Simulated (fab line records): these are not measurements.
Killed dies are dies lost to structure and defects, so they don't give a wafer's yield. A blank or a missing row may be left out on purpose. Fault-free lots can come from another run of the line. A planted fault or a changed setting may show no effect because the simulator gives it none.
fab line records	flow n5-finfet
record lots=6	wafers=18	last-day=17
route steps=1938 shown GATE_CUT@499 BEOL_M4@1111 PASSIVATION@1936
lots that met no fault: from a run of the same line without faults
start-h: hours from the record's opening day to when the first of the lot's shown wafers began	wait-h: hours since the lot's step before	" repeats the value in the row above	L1.1+2: several wafers, shown together as one row	- no value, or no start was given	* or withheld: withheld	< > ~ a bound
route shown NAME@n: a module of which the file shows steps, and the number in the route of the first	usual: mean and standard deviation over wafers with no fault	same: alike in all rows	chamber/n: place in a boat	sites: each site's reading	_std_site: their standard deviation	_edge_site: outer sites' mean less inner sites'	radius-mm: how far each site lies from the wafer's centre	mask NAME#n: copy n	behind: tool/chamber where the wafer was last shaped	hold: why the lot went on hold/how many hours it stayed there/how the hold came to an end	device: whichever transistor did not switch (one of n, p or np)	end of line: the same wafers' tests at the end of the route	a step without rows: its recipe alone	killed: the dies lost at the first sort to structure and to defects; this is not the yield of the wafer	map: the dies of a wafer, with x for killed, . for not killed, _ for no die there
set.NAME: the setting that was run; set.NAME@STEP: the one run at that earlier step	model.NAME: the simulator's own value behind a step, which no gauge read
a table for each step, a row for each wafer; lots at some steps of the route
services: from which hour (start-h, from the record's first day; less than 0 if before it) a tool's chamber was out of use, for how many hours, and why
## steps
# step N5_GATE_CUT_ETCH_19
# recipe chemistry=CH3F/O2	target=SiNx	mask-material=SiO2	target-depth-a=537	time-s=76.7	pressure-mtorr=30	source-w=395	bias-w=73	Ar_flow_sccm=150	CH3F_flow_sccm=30	O2_flow_sccm=20	ion-energy-ev=120	ends=cleared
# usual bias-w=72.99/0.22	drypump-motor-current-A=5.6/0.43	etch-rf-on-time-s=77.1/1.9	oes_f_703_au=0.79/0.079	oes-product-au=0.68/0.076	rf-vpp-V=299/12	showerhead-plenum-p-Torr=1.99/0.057	throttle-valve-pct=16.41/0.21
lot.wafer	tool	chamber	start-h	wait-h	bias-w	drypump-motor-current-A	etch-rf-on-time-s	oes_f_703_au	oes-product-au	rf-hours-counter-h	rf-vpp-V	showerhead-plenum-p-Torr	throttle-valve-pct
L130.2	rie-diel-06	2	100.03	0.0	72.97	6.0	77.9	0.72	0.61	196	293	1.97	16.47
L130.3	"	3	"	"	72.94	6.2	76.0	0.89	0.79	16	303	2.06	16.21
L130.5	"	0	"	"	73.23	5.2	79.9	0.82	0.73	-	295	1.94	16.07
L136.1	rie-diel-04	2	132.88	0.0	72.82	5.7	74.8	0.74	0.61	216	283	1.91	16.78
L136.3	"	0	"	"	73.13	5.9	78.4	0.77	0.61	171	290	1.99	16.56
L136.6	"	3	"	"	72.87	5.2	79.1	0.87	0.76	-	288	1.96	16.21
L147.2	rie-diel-03	3	202.54	0.0	73.17	6.4	73.7	0.87	0.76	57	296	2.05	16.53
L147.5	"	3	"	"	72.95	6.4	74.1	0.87	0.76	-	297	2.05	16.55
L147.6	"	2	"	"	73.22	5.3	75.5	0.92	0.79	-	302	1.97	15.95
L148.1	rie-diel-03	3	205.69	0.0	72.85	6.4	74.7	0.87	0.75	59	295	2.05	16.52
L148.2	"	0	"	"	73.15	5.1	78.8	0.66	0.61	207	319	1.99	16.54
L148.5	"	3	"	"	73.20	6.4	74.0	0.86	0.75	-	293	2.05	16.54
L149.1	rie-diel-03	0	212.73	0.0	73.25	5.1	78.7	0.66	0.60	209	318	1.99	16.54
L149.3	"	2	"	"	73.08	5.3	75.6	0.92	0.78	14	299	1.97	15.97
L149.4	"	1	"	"	72.98	5.4	77.8	0.82	0.75	31	320	2.13	16.37
L150.1	rie-diel-03	2	218.10	0.0	73.20	5.3	75.8	0.91	0.77	16	301	1.97	15.98
L150.2	"	0	"	"	72.87	5.1	79.2	0.66	0.60	210	319	1.99	16.52
L150.4	"	1	"	"	73.08	5.4	78.7	0.80	0.73	33	319	2.13	16.37
# step N5_GATE_CUT_CUT_ETCH_53
# recipe chemistry=SF6/Cl2	target=W	mask-material=SiO2	target-depth-a=792	pressure-mtorr=8	icp-w=900	bias-w=80	SF6_flow_sccm=40	Cl2_flow_sccm=60	ends=cleared
# step N5_GATE_CUT_CUT_ETCH_54
# recipe chemistry=Cl2/BCl3	target=TiN	mask-material=SiO2	target-depth-a=967	pressure-mtorr=10	icp-w=1000	bias-w=126	Cl2_flow_sccm=53.25	bcl3-flow-sccm=21.75	Ar_flow_sccm=25	ends=cleared
# usual bcl3-flow-sccm=21.76/0.058	bias-w=126.0/0.34	drypump-motor-current-A=6.0/0.51	etch-rf-on-time-s=37.2/0.6	oes-product-au=0.64/0.11	throttle-valve-pct=22.19/0.22
lot.wafer	tool	chamber	start-h	wait-h	bcl3-flow-sccm	bias-w	drypump-motor-current-A	etch-rf-on-time-s	oes-product-au	rf-hours-counter-h	throttle-valve-pct
L130.2	rie-metal-02	0	100.20	0.0	21.81	126.2	6.0	37.2	0.56	132	22.42
L130.3	"	1	"	"	21.72	125.7	6.6	36.9	0.62	-	22.01
L130.5	"	0	"	"	21.83	126.4	6.0	37.0	0.55	-	22.41
L136.1	rie-metal-02	0	133.05	0.0	21.71	126.1	6.0	37.6	0.55	135	22.43
L136.3	"	0	"	"	21.69	126.7	6.0	37.5	0.55	-	22.43
L136.6	"	1	"	"	21.80	126.1	6.6	37.3	0.62	-	22.03
L147.2	rie-metal-02	1	202.71	0.0	21.73	126.3	6.5	37.7	0.59	80	22.04
L147.5	"	1	"	"	21.73	125.8	6.6	37.7	0.59	-	22.05
L147.6	"	0	"	"	21.73	126.2	6.0	36.3	0.86	-	22.24
L148.1	rie-metal-01	0	205.86	0.0	21.86	126.0	6.0	38.2	0.63	67	21.99
L148.2	"	1	"	"	21.66	126.1	4.7	36.0	0.83	10	22.06
L148.5	"	0	"	"	21.73	125.4	6.1	38.3	0.63	-	21.98
L149.1	rie-metal-02	1	212.90	0.0	21.69	126.3	6.6	37.2	0.60	81	22.04
L149.3	"	0	"	"	21.78	125.9	6.0	36.1	0.84	-	22.22
L149.4	"	1	"	"	21.76	126.3	6.6	37.4	0.59	-	22.02
L150.1	rie-metal-02	1	218.27	0.0	21.82	126.2	6.6	37.6	0.60	81	22.05
L150.2	"	0	"	"	21.82	125.8	6.0	36.7	0.83	3	22.24
L150.4	"	1	"	"	21.84	126.2	6.5	37.4	0.59	-	22.06
# step N5_GATE_CUT_CUT_ETCH_55
# recipe chemistry=BCl3	target=HfO2	mask-material=SiO2	target-depth-a=32	ion-energy-ev=30	pressure-mtorr=5	icp-w=450	bias-w=18	bcl3-flow-sccm=80
# step N5_GATE_CUT_ETCH_47
# recipe chemistry=Cl2/BCl3	target=SiO2	target-depth-a=100	pressure-mtorr=10	icp-w=1000	bias-w=126	Cl2_flow_sccm=53.25	bcl3-flow-sccm=21.75	Ar_flow_sccm=25
# step N5_GATE_CUT_VAPOR_ETCH_48
# recipe chemistry=BCl3/Cl2	target=TiN	mode=isotropic
# usual drypump-motor-current-A=6.0/0.51	oes-product-au=0.72/0.12
lot.wafer	tool	chamber	start-h	wait-h	drypump-motor-current-A	oes-product-au
L130.2	rie-metal-02	0	100.32	0.0	6.0	0.63
L130.3	"	1	"	"	6.6	0.70
L130.5	"	0	"	"	6.0	0.63
L136.1	rie-metal-02	0	133.17	0.0	6.0	0.63
L136.3	"	0	"	"	6.0	0.62
L136.6	"	1	"	"	6.5	0.68
L147.2	rie-metal-02	1	202.83	0.0	6.6	0.67
L147.5	"	1	"	"	6.6	0.67
L147.6	"	0	"	"	6.0	0.97
L148.1	rie-metal-01	0	205.98	0.0	6.1	0.71
L148.2	"	1	"	"	4.8	0.91
L148.5	"	0	"	"	6.0	0.70
L149.1	rie-metal-02	1	213.02	0.0	6.6	0.67
L149.3	"	0	"	"	6.0	0.95
L149.4	"	1	"	"	6.5	0.67
L150.1	rie-metal-02	1	218.39	0.0	6.6	0.67
L150.2	"	0	"	"	6.0	0.96
L150.4	"	1	"	"	6.5	0.67
# step N5_GATE_CUT_VAPOR_ETCH_49
# recipe chemistry=BCl3/Cl2	target=TiAlC	mode=isotropic
# usual drypump-motor-current-A=6.0/0.52	oes-product-au=0.71/0.12
lot.wafer	tool	chamber	start-h	wait-h	drypump-motor-current-A	oes-product-au
L130.2	rie-metal-02	0	100.35	0.0	6.0	0.63
L130.3	"	1	"	"	6.5	0.70
L130.5	"	0	"	"	6.0	0.63
L136.1	rie-metal-02	0	133.20	0.0	6.0	0.62
L136.3	"	0	"	"	6.0	0.62
L136.6	"	1	"	"	6.6	0.68
L147.2	rie-metal-02	1	202.86	0.0	6.5	0.67
L147.5	"	1	"	"	6.5	0.66
L147.6	"	0	"	"	6.0	0.97
L148.1	rie-metal-01	0	206.01	0.0	6.0	0.70
L148.2	"	1	"	"	4.7	0.91
L148.5	"	0	"	"	6.1	0.70
L149.1	rie-metal-02	1	213.05	0.0	6.6	0.66
L149.3	"	0	"	"	6.0	0.95
L149.4	"	1	"	"	6.6	0.66
L150.1	rie-metal-02	1	218.42	0.0	6.6	0.66
L150.2	"	0	"	"	6.0	0.94
L150.4	"	1	"	"	6.6	0.67
# step N5_GATE_CUT_VAPOR_ETCH_51
# recipe chemistry=BCl3/Cl2	target=HfO2	mode=isotropic
# usual drypump-motor-current-A=6.0/0.52	oes-product-au=0.72/0.12
lot.wafer	tool	chamber	start-h	wait-h	drypump-motor-current-A	oes-product-au
L130.2	rie-metal-02	0	100.38	0.0	6.0	0.63
L130.3	"	1	"	"	6.6	0.70
L130.5	"	0	"	"	6.0	0.63
L136.1	rie-metal-02	0	133.23	0.0	6.0	0.62
L136.3	"	0	"	"	6.0	0.62
L136.6	"	1	"	"	6.6	0.69
L147.2	rie-metal-02	1	202.89	0.0	6.5	0.66
L147.5	"	1	"	"	6.5	0.67
L147.6	"	0	"	"	6.0	0.96
L148.1	rie-metal-01	0	206.04	0.0	6.0	0.71
L148.2	"	1	"	"	4.7	0.90
L148.5	"	0	"	"	6.0	0.71
L149.1	rie-metal-02	1	213.08	0.0	6.6	0.67
L149.3	"	0	"	"	6.0	0.95
L149.4	"	1	"	"	6.6	0.67
L150.1	rie-metal-02	1	218.45	0.0	6.5	0.67
L150.2	"	0	"	"	6.0	0.94
L150.4	"	1	"	"	6.6	0.67
# step N5_GATE_CUT_STRIP_21
# recipe chemistry=N2/H2	time-s=30	power-w=1000	temp-c=250	pressure-mtorr=withheld	n2-flow-sccm=1750	h2-flow-sccm=3250
# step N5_GATE_CUT_STRIP_29
# recipe chemistry=post-etch-residue-remover	time-s=60	temp-c=25	remover-ph=withheld	remover-water-wt-pct=withheld	remover-fluoride-wt-pct=withheld
# step N5_GATE_CUT_SRD_52
# recipe dry=ipa-marangoni	time-s=30	temp-c=23	rinse-liquid=diw
# step N5_GATE_CUT_ALD_22
# recipe material=SiNx	target-thk-a=160	temp-c=400	ald-precursor-family=SiH2I2	ald-co-reactant=N2/H2-plasma	pulse-time-s=1	ald-cycles=320	purge-time-s=2	co-reactant-purge-time-s=2	pressure-torr=2
# step N5_GATE_CUT_CMP_23
# recipe stop-on=SiO2	t-overpolish-s=23.4	post-cmp-clean=alkaline-brush	down-force-psi=2.5	platen-rpm=51.8	pad-velocity-m-s=1.0307	target-thk-nm=16
# usual motor-current-A=9.0/1.1	overpolish-run-s=23.399/0.0091	pad-life-wafers=1065/440	retaining-ring-pressure-frac=1.000/0.0058	slurry-filter-dp-kPa=13.51/0.15	slurry-flow-ml-min=150.0/0.42	time-to-endpoint-s=19/3.1
lot.wafer	tool	chamber	start-h	wait-h	motor-current-A	overpolish-run-s	pad-life-wafers	retaining-ring-pressure-frac	slurry-filter-dp-kPa	slurry-flow-ml-min	time-to-endpoint-s	model.SiNx_of_GATE_CUT_ALD_22.thk-nm
L130.3	cmp-04	2	102.15	0.8	9.3	23.391	674	1.005	13.46	150.3	16	16
L130.2	"	3	"	"	8.6	23.398	675	1.004	13.32	149.6	12	16
L130.5	"	1	"	"	7.1	23.400	-	0.997	13.35	150.0	18	16
L136.3	cmp-02	1	135.00	0.8	11.2	23.392	534	1.001	13.54	150.3	24	16
L136.1	"	3	"	"	9.7	23.408	536	1.001	13.68	150.5	20	16
L136.6	"	1	"	"	10.3	23.420	-	1.000	13.54	150.0	21	16.2
L147.2	cmp-02	0	204.58	0.8	9.5	23.411	1128	1.005	13.44	150.2	17	16
L147.6	"	0	"	"	10.0	23.392	-	1.007	13.36	149.8	8	14.2
L147.5	"	1	"	"	11.1	23.384	-	0.999	13.52	149.7	20	16
L148.2	cmp-04	3	207.73	0.8	9.1	23.403	1494	0.995	13.65	150.7	16	16
L148.1	"	2	"	"	8.6	23.427	1497	1.006	13.59	150.2	18	16
L148.5	"	0	"	"	8.5	23.414	-	0.993	13.37	149.5	19	15.8
L149.1	cmp-02	2	214.80	0.8	8.9	23.390	1224	1.012	13.75	149.4	6	14.4
L149.3	"	3	"	"	9.1	23.402	1225	0.998	13.54	149.6	21	16
L149.4	"	0	"	"	9.1	23.409	1226	0.998	13.52	149.9	18	16
L150.4	cmp-04	2	220.15	0.8	8.5	23.403	1602	1.001	13.61	149.5	16	16.2
L150.1	"	3	"	"	9.1	23.406	1603	1.011	13.15	149.9	15	16.2
L150.2	"	1	"	"	6.4	23.404	1605	1.000	13.39	150.4	19	16
# step N5_GATE_CUT_THK_MEAS_24
# recipe reads=SiO2_of_GATE_CUT_HM_DEP_46+SiO2_flowable_of_ILD0_FCVD_FILL_01
# usual GC_FILL_THK=219.8/2.3
lot.wafer	tool	chamber	start-h	wait-h	GC_FILL_THK[nm]
L130.2	film-metro-01	-	102.37	-	219.1
L130.3	"	-	"	"	216.2
L130.5	"	-	"	"	220.1
L136.1	film-metro-01	-	135.30	-	219.6
L136.3	"	-	"	"	214.9
L136.6	"	-	"	"	222.5
L147.2	film-metro-01	-	204.88	-	219.7
L147.5	"	-	"	"	217.8
L147.6	"	-	"	"	216.3
L148.1	film-metro-01	-	208.02	-	221.2
L148.2	"	-	"	"	216.5
L148.5	"	-	"	"	222.2
L149.1	film-metro-01	-	215.10	-	215.5
L149.3	"	-	"	"	219.9
L149.4	"	-	"	"	224.4
L150.1	film-metro-02	-	220.44	-	217.8
L150.2	"	-	"	"	217.7
L150.4	"	-	"	"	223.5
# step N5_BEOL_M4_RC_MEAS_101
# usual DIBL_N=36.0/2.5	DIBL_P=36.2/3	IOFF_N=0.16/0.044	IOFF_P=0.21/0.049	ION_N=671/15	ION_P=461/8.7	SS_N=71.5/0.72	SS_P=73.4/0.9	VT_N=251/4.4	VT_P=-250/4
lot.wafer	tool	chamber	start-h	wait-h	DIBL_N[mV/V]	DIBL_P[mV/V]	IOFF_N[nA/um]	IOFF_P[nA/um]	ION_N[uA/um]	ION_P[uA/um]	SS_N[mV/dec]	SS_P[mV/dec]	VT_N[mV]	VT_P[mV]
L130.2	prober-01	0	190.01	0.9	40.4	40.7	0.26	0.32	694	474	73.0	75.0	243	-246
L130.3	"	0	"	"	35.1	33.9	0.15	0.18	668	455	71.6	73.3	249	-250
L130.5	"	0	"	"	36.7	36.1	0.18	0.23	676	466	72.2	73.5	249	-245
L136.1	prober-01	0	222.53	0.0	38.7	38.9	0.19	0.24	689	472	72.0	75.0	250	-251
L136.3	"	0	"	"	31.1	28.8	0.08	0.11	635	434	70.0	71.6	260	-260
L136.6	"	0	"	"	39.4	39.3	0.20	0.25	676	463	72.0	75.2	248	-250
L147.2	prober-01	0	286.90	0.6	33.0	32.5	0.11	0.17	652	453	70.0	71.8	252	-254
L147.5	"	0	"	"	33.3	33.4	0.11	0.17	665	464	71.3	71.8	255	-254
L147.6	"	0	"	"	36.1	34.9	0.15	0.19	668	453	72.4	72.9	252	-252
L148.1	prober-02	0	306.64	0.0	35.1	34.4	0.13	0.18	656	455	72.0	72.7	254	-252
L148.2	"	0	"	"	28.9	27.9	0.06	0.12	631	444	70.0	70.5	261	-256
L148.5	"	0	"	"	31.9	31.1	0.09	0.14	642	453	70.7	72.2	257	-252
L150.1	prober-01	0	308.34	0.0	39.0	39.1	0.20	0.29	666	460	72.7	74.2	248	-248
L150.2	"	0	"	"	35.8	35.5	0.15	0.20	658	457	71.9	72.7	252	-250
L150.4	"	0	"	"	35.1	34.9	0.14	0.19	684	470	70.8	73.6	250	-250
L149.1	prober-01	0	309.27	0.4	36.4	36.8	0.18	0.27	693	481	71.3	72.0	243	-242
L149.3	"	0	"	"	37.4	36.8	0.19	0.25	678	468	70.8	73.8	246	-246
L149.4	"	0	"	"	36.1	34.6	0.15	0.20	666	458	71.4	72.9	250	-251
# step N5_PASSIVATION_PROBE_49
# usual defect-limited-yield=91.7/1.4	killed_at_M0_to_M3=31/11	killed_at_M4_up=13/4.6	killed-at-contacts=13/6.7	killed-at-front-end=39/9.6	killed-at-other=3.5/2.8	killed-dies=98/16	killed-open=64/11	killed-short=33/8.5	sort_bin_5_function=4.9/0.96	sort_bin_6_memory=3.1/0.59	sort_bin_8_speed=0.2/1.3	sort-n-pass=1080/23	sort-yield-pct=91.5/1.9
# same gross-dies=1180	killed-at-back-side=0	sort_bin_4_leakage[%]=0
lot.wafer	tool	chamber	start-h	wait-h	defect-limited-yield[%]	killed_at_M0_to_M3	killed_at_M4_up	killed-at-contacts	killed-at-front-end	killed-at-other	killed-dies	killed-open	killed-short	sort_bin_5_function[%]	sort_bin_6_memory[%]	sort_bin_8_speed[%]	sort-n-pass	sort-yield-pct[%]
L147.2	prober-02	-	393.09	0.1	91.3	41	8	14	34	6	103	64	38	5.3	3.1	0	1077	91.3
L147.5	prober-02	-	393.24	0.2	92.0	26	12	16	36	4	94	58	35	5.1	2.6	0	1086	92.0
L147.6	prober-02	-	393.29	0.3	92.0	20	13	21	35	5	94	60	32	4.2	3.2	0	1086	92.0
# killed by level:class
L147.2 BEOL_M0_SAQP:geometric-particle:short=14 MOL_CONTACT_COAG:geometric-particle:open=10 BEOL_M0_SAQP:geometric-particle:open=7 DUMMY_GATE:geometric-particle:open=6 BEOL_M1:geometric-particle:open=6 BEOL_M3:geometric-particle:open=5 STI_FIN_REVEAL:geometric-particle:open=4 GATE_CUT:geometric-particle:short=4
L147.5 MOL_CONTACT_COAG:geometric-particle:open=14 STI_FIN_REVEAL:geometric-particle:open=8 FIN_SAQP:geometric-particle:short=7 BEOL_M0_SAQP:geometric-particle:short=7 BEOL_M0:geometric-particle:open=6 BEOL_M0_SAQP:geometric-particle:open=5 ILD0:geometric-particle:short=3 ILD0:geometric-particle:open=3
L147.6 MOL_CONTACT_COAG:geometric-particle:open=13 STI_FIN_REVEAL:geometric-particle:open=10 MOL_CONTACT_COAG:geometric-particle:short=8 GATE_CUT:geometric-particle:short=7 BEOL_M0_SAQP:geometric-particle:open=5 FIN_SAQP:geometric-particle:open=4 BEOL_M3:geometric-particle:open=4 BEOL_M4:geometric-particle:open=4
## services
tool	chamber	start-h	hours	kind
rie-diel-06	-	86.87	0.4	repair
rie-diel-03	1	94.69	-	clean
rie-diel-03	1	94.69	-	consumable-replace:focus-ring
rie-diel-03	1	94.69	-	consumable-replace:showerhead
rie-diel-03	1	94.69	23.9	scheduled-down
rie-diel-03	1	94.69	23.9	vent-cycle
rie-diel-06	3	133.56	10.2	repair
rie-diel-03	1	146.18	2.5	repair
cmp-04	-	153.06	6.5	repair
rie-diel-03	-	159.37	0.7	repair
rie-diel-03	2	161.15	-	clean
rie-diel-03	2	161.15	-	consumable-replace:focus-ring
rie-diel-03	2	161.15	13.2	scheduled-down
rie-diel-03	2	161.15	13.2	vent-cycle
rie-metal-02	0	164.01	-	clean
rie-metal-02	0	164.01	22.8	scheduled-down
rie-metal-02	0	164.01	22.8	vent-cycle
rie-diel-04	-	188.17	14.6	pm
cmp-04	-	191.48	0.5	repair
rie-metal-01	-	219.49	2.8	pm
## key
first-sign step=N5_GATE_CUT_CMP_23	reading=time-to-endpoint-s	direction=down	sigmas=4	usual=*	struck=*
effect none on later readings
model-effect step=N5_GATE_CUT_CMP_23	value=SiNx_of_GATE_CUT_ALD_22.thk-nm	without=15.9	struck=14.3
met-at N5_GATE_CUT_CMP_23
struck-wafers L147.6,L149.1
onset-between 135.00 204.58
fault kind=process-parameter-drift	tool=cmp-02	chamber=-	onset-h=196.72	steps=N5_GATE_CUT_CMP_23	channel=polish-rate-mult	offset=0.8	shape=step	end-h=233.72	scope=struck-wafers-only
